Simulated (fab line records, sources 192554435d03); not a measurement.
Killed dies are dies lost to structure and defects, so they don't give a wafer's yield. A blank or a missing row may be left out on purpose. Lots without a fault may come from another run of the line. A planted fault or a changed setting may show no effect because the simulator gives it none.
Chamber matching | flow n5_finfet | N5_SDB_STRIP_21 on rie_diel-01: 4 sister chambers
The step strips in CF4. 8 wafers are shown with their chamber, then 7 later ones without.

WAFERS WITH THEIR CHAMBER
wafer  | chamber | drypump_motor_current_A (A) | showerhead_plenum_p_Torr (Torr)
L082.5 | 0       | 6.0                         | 1.81
L090.1 | 1       | 6.7                         | 1.77
L090.4 | 3       | 6.0                         | 1.77
L094.2 | 2       | 5.1                         | 1.77
L094.4 | 1       | 6.7                         | 1.76
L094.5 | 2       | 5.1                         | 1.77
L095.2 | 3       | 6.1                         | 1.77
L095.3 | 0       | 6.0                         | 1.80

WAFERS WITHOUT THEIR CHAMBER
wafer  | drypump_motor_current_A (A) | showerhead_plenum_p_Torr (Torr)
L095.4 | 6.7                         | 1.76
L096.2 | 5.1                         | 1.77
L096.3 | 6.0                         | 1.80
L096.6 | 6.7                         | 1.76
L097.1 | 6.0                         | 1.77
L097.5 | 6.7                         | 1.76
L097.6 | 5.2                         | 1.77

WHICH CHAMBER EACH WENT THROUGH
wafer  | from the rows above | in truth
L095.4 | 1                   | 1
L096.2 | 2                   | 2
L096.3 | 0                   | 0
L096.6 | 1                   | 1
L097.1 | 3                   | 3
L097.5 | 1                   | 1
L097.6 | 2                   | 2
Placed correctly: 7 of 7. Can't be placed from these rows: 0. Placed wrongly: 0.
How it was worked out, from the rows above alone: a wafer's distance from a chamber is the root of the sum, over the readings, of the square of ((its reading less the chamber's mean) divided by the reading's scatter). The wafer belongs to the nearest chamber; if the next one is less than 2 further off, it can't be placed. A chamber's mean is the mean of its shown wafers. The scatter: the root of (the sum of the squares of (reading less its chamber's mean) over the shown wafers, divided by (wafers less chambers)).
